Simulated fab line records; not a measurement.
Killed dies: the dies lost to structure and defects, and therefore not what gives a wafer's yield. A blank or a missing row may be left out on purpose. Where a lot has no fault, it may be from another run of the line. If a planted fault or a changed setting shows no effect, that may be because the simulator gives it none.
Matching of chambers -- flow n5-finfet -- N5_FIN_CUT_CUT_ETCH_26 on rie-diel-04 has 4 sister chambers
The step etches SiNx in CH3F/O2, target depth 39 nm, time 55.7 s. 4 wafers are shown with their chamber, then 12 later ones without.

EACH WAFER AND ITS CHAMBER
wafer,chamber,showerhead-plenum-p-Torr (Torr)
L087.3,3,1.87
L090.1,1,2.09
L090.2,0,1.91
L090.3,2,2.09

WAFERS MISSING THEIR CHAMBER
wafer,showerhead-plenum-p-Torr (Torr)
L092.1,2.09
L092.3,1.87
L092.4,1.91
L093.2,1.87
L093.4,2.08
L093.6,2.08
L094.2,2.08
L094.3,1.91
L094.5,2.09
L097.2,1.86
L097.5,1.86
L097.6,1.91

EACH ONE'S CHAMBER
wafer,from the rows above,in truth
L092.1,can't be placed: 1 or 2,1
L092.3,3,3
L092.4,0,0
L093.2,3,3
L093.4,can't be placed: 1 or 2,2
L093.6,can't be placed: 1 or 2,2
L094.2,can't be placed: 1 or 2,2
L094.3,0,0
L094.5,can't be placed: 1 or 2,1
L097.2,3,3
L097.5,3,3
L097.6,0,0
Correct placement for 7 of the 12. Cannot be placed on the basis of these rows: 5; the candidates contain the true chamber in 5. 0 placed wrongly.
How it was worked out, from the rows above alone: a wafer's distance from a chamber is the root of the sum, over the readings, of the square of ((its reading less the chamber's mean) divided by the reading's scatter). The wafer belongs to the nearest chamber; if the next one is less than 2 further off, it can't be placed. A chamber's mean is the mean of its shown wafers. The scatter: with one shown wafer a chamber, the root of the mean of the squares of how far each hidden wafer lies from its nearest shown one.
